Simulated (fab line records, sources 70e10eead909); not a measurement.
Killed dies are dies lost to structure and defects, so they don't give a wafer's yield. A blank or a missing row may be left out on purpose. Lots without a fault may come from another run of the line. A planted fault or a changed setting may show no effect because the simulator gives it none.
Chamber matching | flow nand_harc | NHARC_P_BONDPAD_ETCH_37 on rie_diel-09: 4 sister chambers
The step etches the open film in N2/H2, target depth 60 nm, overetch 18 nm, time 65.91 s. 4 wafers are shown with their chamber, then 7 later ones without.

WAFERS WITH THEIR CHAMBER
wafer  | chamber | drypump_motor_current_A (A)
L178.6 | 1       | 4.9
L182.4 | 2       | 5.4
L185.1 | 0       | 6.3
L185.3 | 3       | 6.0

WAFERS WITHOUT THEIR CHAMBER
wafer  | drypump_motor_current_A (A)
L185.5 | 5.4
L184.3 | 5.5
L184.4 | 4.9
L184.6 | 5.5
L186.4 | 6.0
L186.5 | 6.4
L186.6 | 4.9

WHICH CHAMBER EACH WENT THROUGH
wafer  | from the rows above | in truth
L185.5 | 2                   | 2
L184.3 | 2                   | 2
L184.4 | 1                   | 1
L184.6 | 2                   | 2
L186.4 | 3                   | 3
L186.5 | 0                   | 0
L186.6 | 1                   | 1
Placed correctly: 7 of 7. Can't be placed from these rows: 0. Placed wrongly: 0.
How it was worked out, from the rows above alone: a wafer's distance from a chamber is the root of the sum, over the readings, of the square of ((its reading less the chamber's mean) divided by the reading's scatter). The wafer belongs to the nearest chamber; if the next one is less than 2 further off, it can't be placed. A chamber's mean is the mean of its shown wafers. The scatter: with one shown wafer a chamber, the root of the mean of the squares of how far each hidden wafer lies from its nearest shown one.
